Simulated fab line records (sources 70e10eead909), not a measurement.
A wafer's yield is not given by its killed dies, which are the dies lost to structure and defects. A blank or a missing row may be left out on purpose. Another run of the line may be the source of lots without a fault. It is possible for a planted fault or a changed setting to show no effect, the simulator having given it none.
One fault through the eyes of 3 desks | flow nand_harc | each desk has only its own numbers; what lay behind them comes last

== AT THE TOOL OWNER'S DESK: rie_diel-10 ==
The tool's own readings at NHARC_P_M1_ETCH_35 (etches the open film in N2/H2, target depth 40 nm, overetch 12 nm, time 43.94 s): means of the sampled wafers that have a number, for each lot that ran on this tool. A lot is out of limits, marked OUT, if its mean lies more than 4 standard deviations from the usual mean; the brackets give that distance.
Columns: A = drypump_motor_current_A at NHARC_P_M1_ETCH_35, usual 5.9 A; B = mfc_ar_sccm at NHARC_P_M1_ETCH_35, usual 0.006 sccm; C = oes_product_au at NHARC_P_M1_ETCH_35, usual 1.000 a.u.; D = rf_vpp_V at NHARC_P_M1_ETCH_35, usual 430 V; E = run_length_s at NHARC_P_M1_ETCH_35, usual 65.2 s; F = showerhead_plenum_p_Torr at NHARC_P_M1_ETCH_35, usual 2.03 Torr; G = throttle_valve_pct at NHARC_P_M1_ETCH_35, usual 14.171 %
lot  | first seen here | A   | B     | C     | D   | E              | F    | G
L698 | day 12 22:01    | 5.7 | 0.005 | 0.996 | 432 | 56.8 (-15) OUT | 2.13 | 14.171
L704 | day 15 15:49    | 6.0 | 0.013 | 0.997 | 431 | 64.9           | 2.08 | 14.176
Finding of this desk: L698 out of limits; the first was L698 at day 12 22:01, on run_length_s at NHARC_P_M1_ETCH_35. L704 stayed within limits.

== THE DEFECT DESK ==
What the inspections along the route counted, lot by lot: means of the sampled wafers that have a number. A lot is out of limits, marked OUT, if its mean lies more than 4 standard deviations from the usual mean; the brackets give that distance.
Columns: A = raw_defect_count at NHARC_P_M1_INSPECT_11, usual 4.3
lot  | first seen here | A
L689 | day 8 23:57     | 6.0
L698 | day 12 21:52    | 3.7
L701 | day 14 02:19    | 3.7
L704 | day 15 15:41    | 7.0
L705 | day 15 23:12    | 5.3
This desk's finding: nothing out of limits on any of the 5 lots.

== THE METROLOGY DESK ==
What the gauges read for every lot (on any tool): the sampled wafers with a number, averaged. A lot is out of limits, marked OUT, if its mean lies more than 4 standard deviations from the usual mean; the brackets give that distance.
Columns: A = cd_nm at NHARC_P_M1_CD_MEAS_09, usual 129.8 nm; B = overlay_x_nm at NHARC_P_M1_OVL_MEAS_10, usual -0.3 nm; C = overlay_y_nm at NHARC_P_M1_OVL_MEAS_10, usual 0.2 nm
lot  | first seen here | A     | B    | C
L689 | day 8 23:49     | 129.3 | -1.0 | 0.5
L698 | day 12 21:44    | 128.9 | -0.3 | -0.3
L701 | day 14 02:11    | 129.4 | 0.2  | -0.6
L704 | day 15 15:34    | 130.2 | -0.2 | 0.4
L705 | day 15 23:04    | 129.5 | 0.6  | 0.2
This desk's finding: nothing out of limits on any of the 5 lots.

== ALL TOGETHER ==
At day 12 22:01, on L698, the tool owner's desk was in a position to raise an alarm.
Nothing out of limits was seen by the defect desk.
Metrology desk: nothing out of limits seen.
The defect desk has L698 on record, within its limits.
The metrology desk has L698 on record, within its limits.
On rie_diel-10, each named lot ran NHARC_P_M1_ETCH_35.

== WHAT THE SIMULATOR HAD INSERTED ==
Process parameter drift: rie_diel-10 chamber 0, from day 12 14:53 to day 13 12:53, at NHARC_P_M1_ETCH_35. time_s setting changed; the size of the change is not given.
Shown lots that were struck: L698.
Time in hours from fault onset to the first out-of-limits reading at each desk: the tool owner's desk, 7.
